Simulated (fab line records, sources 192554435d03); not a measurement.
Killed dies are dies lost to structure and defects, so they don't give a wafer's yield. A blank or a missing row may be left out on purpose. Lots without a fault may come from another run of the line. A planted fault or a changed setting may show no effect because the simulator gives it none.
Split-lot experiment | flow n5_finfet | 7 lots, 39 wafers read, on a route of 1938 steps

THE SPLIT
At N5_PMOS_HMC_CHANNEL_EPI_DEVELOP_08 (develop time 30 s), the setting develop_time_s was moved away from the recipe's 30 s on 12 of the 39 wafers read, by -52.3% to +31.4%. The other wafers ran this setting at the recipe's value.

The file shows no step between the split and the reading.

THE READING
cd_nm, in nm, at N5_PMOS_HMC_CHANNEL_EPI_CD_MEAS_09 (target cd 237.4 nm). Fault-free wafers of this fab line usually give 237.4 nm, standard deviation 1.1 nm.

wafer  | tool, chamber at the split | develop_time_s as run, s | against the recipe | cd_nm, nm | against lot-mates on the recipe
L074.1 | litho_track-04, 0          | 30                       | recipe             | 237.2     | -
L074.2 | litho_track-04, 0          | 17.28                    | -42.4%             | 233.8     | -3.1
L074.3 | litho_track-04, 0          | 17.28                    | -42.4%             | 234.6     | -2.3
L074.4 | litho_track-04, 0          | 30                       | recipe             | 236.5     | -
L074.5 | litho_track-04, 0          | 17.28                    | -42.4%             | 233.6     | -3.3
L074.6 | litho_track-04, 0          | 30                       | recipe             | 237.0     | -
L079.2 | litho_track-01, 0          | 30                       | recipe             | 237.4     | -
L079.5 | litho_track-01, 0          | 30                       | recipe             | 238.7     | -
L079.6 | litho_track-01, 0          | 30                       | recipe             | 238.7     | -
L086.1 | litho_track-01, 0          | 30                       | recipe             | 235.5     | -
L086.2 | litho_track-01, 0          | 30                       | recipe             | 235.1     | -
L086.3 | litho_track-01, 0          | 30                       | recipe             | 236.3     | -
L086.4 | litho_track-01, 0          | 30                       | recipe             | 234.6     | -
L086.5 | litho_track-01, 0          | 30                       | recipe             | 236.6     | -
L086.6 | litho_track-01, 0          | 30                       | recipe             | 234.7     | -
L090.1 | litho_track-02, 0          | 39.42                    | +31.4%             | 239.0     | +1.5
L090.2 | litho_track-02, 0          | 30                       | recipe             | 237.4     | -
L090.3 | litho_track-02, 0          | 30                       | recipe             | 237.2     | -
L090.4 | litho_track-02, 0          | 39.42                    | +31.4%             | 240.0     | +2.5
L090.5 | litho_track-02, 0          | 39.42                    | +31.4%             | 239.6     | +2.1
L090.6 | litho_track-02, 0          | 30                       | recipe             | 237.9     | -
L091.1 | litho_track-02, 0          | 30                       | recipe             | 237.0     | -
L091.2 | litho_track-02, 0          | 30                       | recipe             | 238.4     | -
L091.3 | litho_track-02, 0          | 30                       | recipe             | 238.7     | -
L091.4 | litho_track-02, 0          | 30                       | recipe             | 238.3     | -
L091.5 | litho_track-02, 0          | 30                       | recipe             | 238.2     | -
L091.6 | litho_track-02, 0          | 30                       | recipe             | 239.1     | -
L092.1 | litho_track-04, 0          | 17.64                    | -41.2%             | 233.4     | -4.1
L092.2 | litho_track-04, 0          | 17.64                    | -41.2%             | 233.4     | -4.1
L092.3 | litho_track-04, 0          | 30                       | recipe             | 236.9     | -
L092.4 | litho_track-04, 0          | 17.64                    | -41.2%             | 235.1     | -2.4
L092.5 | litho_track-04, 0          | 30                       | recipe             | 238.0     | -
L092.6 | litho_track-04, 0          | 30                       | recipe             | 237.5     | -
L093.1 | litho_track-04, 0          | 30                       | recipe             | 238.1     | -
L093.2 | litho_track-04, 0          | 30                       | recipe             | 239.0     | -
L093.3 | litho_track-04, 0          | 14.31                    | -52.3%             | 232.1     | -5.8
L093.4 | litho_track-04, 0          | 14.31                    | -52.3%             | 232.3     | -5.6
L093.5 | litho_track-04, 0          | 14.31                    | -52.3%             | 233.9     | -4.0
L093.6 | litho_track-04, 0          | 30                       | recipe             | 236.5     | -

THE FIT
A straight line over all 39 wafers: cd_nm changes by +0.0801 nm for each +1% of develop_time_s; r = +0.85; the points scatter about the line by 1.1 nm.
The same after taking each lot's own level away (the mean of its wafers on the recipe; 39 wafers): +0.0818 nm for each +1%; r = +0.93; scatter 0.74 nm.
On that fit, the largest move of develop_time_s shifts the reading by 4.3 nm.
The lots' own levels span 235.47 to 238.28 nm, that is 2.6 times the standard deviation above.
So the lot-to-lot level changes the slope little: the two slopes agree.
Check: with one of the wafers moved furthest among these (-52.3%) left out of the fit, the line predicts -4.14 nm for it against its lot-mates. It came out at -5.77 nm against them.

THE WHOLE CHAIN: every reading that the file lists as answering this split, in the file's order
step                               | what it does             | reading                                                                     | change (the file's fit)                | r (the file's)
N5_PMOS_HMC_CHANNEL_EPI_CD_MEAS_09 | target cd 237.4 nm       | cd_nm                                                                       | +0.0829 nm for each +1% of the setting | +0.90
N5_PMOS_HMC_CHANNEL_EPI_DESCUM_14  | chemistry O2, time 7.9 s | PMOS_HMC_CHANNEL_EPI.cd_nm (the simulator's own value, which no gauge read) | +0.0846 nm for each +1% of the setting | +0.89

THE FILE'S OWN FIT
cd_nm changes by +0.0829 nm for each +1% of develop_time_s, r = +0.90.
